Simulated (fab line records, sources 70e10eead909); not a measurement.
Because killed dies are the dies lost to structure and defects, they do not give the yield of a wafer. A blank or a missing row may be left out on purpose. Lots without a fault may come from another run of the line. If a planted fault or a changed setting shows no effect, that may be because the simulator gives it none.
Matching of chambers || flow nand-harc || rie-diel-06 running NHARC_A_CHANNEL_HOLE_D1_ETCH_38: 4 sister chambers
The step etches the open film in CF4, target depth 39 nm, time 65 s. 4 wafers are shown with their chamber, then 7 later ones without.

== EACH WAFER AND ITS CHAMBER ==
{"wafer": "L189.1", "chamber": 1, "drypump-motor-current-A (A)": 5.5}
{"wafer": "L189.5", "chamber": 2, "drypump-motor-current-A (A)": 5.8}
{"wafer": "L191.1", "chamber": 0, "drypump-motor-current-A (A)": 6.4}
{"wafer": "L191.4", "chamber": 3, "drypump-motor-current-A (A)": 5.2}

== WAFERS MISSING THEIR CHAMBER ==
{"wafer": "L191.5", "drypump-motor-current-A (A)": 5.8}
{"wafer": "L193.2", "drypump-motor-current-A (A)": 5.3}
{"wafer": "L193.3", "drypump-motor-current-A (A)": 5.5}
{"wafer": "L193.4", "drypump-motor-current-A (A)": 5.8}
{"wafer": "L196.2", "drypump-motor-current-A (A)": 5.5}
{"wafer": "L196.4", "drypump-motor-current-A (A)": 6.4}
{"wafer": "L196.6", "drypump-motor-current-A (A)": 5.5}

== EACH ONE'S CHAMBER ==
{"wafer": "L191.5", "from the rows above": 2, "in truth": 2}
{"wafer": "L193.2", "from the rows above": 3, "in truth": 3}
{"wafer": "L193.3", "from the rows above": 1, "in truth": 1}
{"wafer": "L193.4", "from the rows above": 2, "in truth": 2}
{"wafer": "L196.2", "from the rows above": 1, "in truth": 1}
{"wafer": "L196.4", "from the rows above": 0, "in truth": 0}
{"wafer": "L196.6", "from the rows above": 1, "in truth": 1}
Correct placement for 7 of the 7. Not placeable from these rows: 0. Number placed wrongly: 0.
How it was worked out, from the rows above alone: a wafer's distance from a chamber is the root of the sum, over the readings, of the square of ((its reading less the chamber's mean) divided by the reading's scatter). The wafer belongs to the nearest chamber; if the next one is less than 2 further off, it can't be placed. A chamber's mean is the mean of its shown wafers. The scatter: with one shown wafer a chamber, the root of the mean of the squares of how far each hidden wafer lies from its nearest shown one.
